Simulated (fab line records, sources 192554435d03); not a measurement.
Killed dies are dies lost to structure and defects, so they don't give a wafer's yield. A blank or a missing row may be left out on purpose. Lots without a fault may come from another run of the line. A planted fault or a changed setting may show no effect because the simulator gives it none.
Which tool did it? | flow n5_finfet | 8 lots, 24 wafers sampled, at 4 steps of a route of 1938

WHAT THE GAUGES READ, wafer by wafer
N5_SD_EPI_P_EPI_MEAS_23.
lot  | measured    | on            | thk_nm (nm)
L505 | day 3 09:50 | film_metro-02 | 59.8 61.3 63.1
L507 | day 4 01:28 | film_metro-02 | 59.6 60.1 60.5
L509 | day 4 09:59 | film_metro-01 | 58.7 61.0 60.6
L515 | day 6 02:11 | film_metro-02 | 68.7 67.0 67.1
L517 | day 6 14:51 | film_metro-01 | 66.0 65.9 65.8
L521 | day 7 09:37 | film_metro-02 | 59.5 57.5 58.5
L522 | day 7 20:37 | film_metro-01 | 62.3 60.0 60.8
L528 | day 9 09:40 | film_metro-02 | 61.7 59.3 60.5

WHICH TOOL RAN EACH LOT (tool, then ch and the chambers of the sampled wafers, then the start)
lot  | N5_SD_EPI_N_SD_RECESS_17        | N5_SD_EPI_P_ETCH_37               | N5_SD_EPI_P_EPI_21
L505 | rie_si-05 ch 2,3, day 3 02:11   | rie_diel-03 ch 0,3, day 3 06:22   | epi_rpcvd-03 ch 0, day 3 07:58
L507 | rie_si-01 ch 1,2,3, day 3 17:34 | rie_diel-03 ch 0,2,3, day 3 22:00 | epi_rpcvd-04 ch 0, day 3 23:59
L509 | rie_si-05 ch 0,3, day 4 02:39   | rie_diel-05 ch 1,2, day 4 06:31   | epi_rpcvd-03 ch 0, day 4 07:47
L515 | rie_si-01 ch 0,3, day 5 18:08   | rie_diel-02 ch 1,2,3, day 5 22:43 | epi_rpcvd-04 ch 0, day 6 00:42
L517 | rie_si-02 ch 1,2, day 6 07:24   | rie_diel-02 ch 1,2,3, day 6 11:24 | epi_rpcvd-04 ch 0, day 6 13:01
L521 | rie_si-01 ch 0,3, day 7 01:23   | rie_diel-02 ch 0,2,3, day 7 06:08 | epi_rpcvd-03 ch 0, day 7 08:29
L522 | rie_si-05 ch 0,2,3, day 7 12:38 | rie_diel-02 ch 0,2,3, day 7 17:09 | epi_rpcvd-03 ch 0, day 7 18:46
L528 | rie_si-02 ch 0,1,2, day 8 23:49 | rie_diel-02 ch 0,1,2, day 9 05:23 | epi_rpcvd-03 ch 0, day 9 06:46
- N5_SD_EPI_N_SD_RECESS_17: chemistry HBr/Cl2/O2, target depth 41 nm, time 23.7 s, bt time 3 s.
- N5_SD_EPI_P_ETCH_37: etches SOC in N2/H2, overetch 108 nm, time 486 s.
- N5_SD_EPI_P_EPI_21: deposits SiGe:B, time 355 s.

THE ANSWER, worked out from the rows above alone
Rule: what is usual is taken from the lots themselves. Put in order of their means at a reading, lots are off if they are a third of the lots or fewer, leave a main group of 4 or more, and stand apart from it by a gap of 3 or more times the standard deviation of the main group's means; of several such gaps the widest counts. A main group whose means are all the same, to the digits that the tables above print for the reading, isn't used. A lot without any number at a reading at which 4 lots or more have one is off too. The other lots that the step has rows for count as sound.
Off: L515, L517, at N5_SD_EPI_P_EPI_MEAS_23 (thk_nm). The main group: mean 60.3 nm, standard deviation 0.92.
A tool fits if, at a process step before that reading, it ran every lot that is off, and no sound lot after the first of them. The gauges at N5_SD_EPI_P_EPI_MEAS_23 are tried like those tools. One fits: epi_rpcvd-04 at N5_SD_EPI_P_EPI_21. Its last sound lot is L507 (day 3 23:59), its first lot that is off L515 (day 6 00:42): a fault that began between those two fits.

WHAT THE SIMULATOR HAD PUT IN
Process parameter drift: epi_rpcvd-04, from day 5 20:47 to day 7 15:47, at N5_SD_EPI_P_EPI_21. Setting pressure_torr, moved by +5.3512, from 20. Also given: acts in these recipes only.
Lots struck among those shown: L515, L517. The rule above found the same.
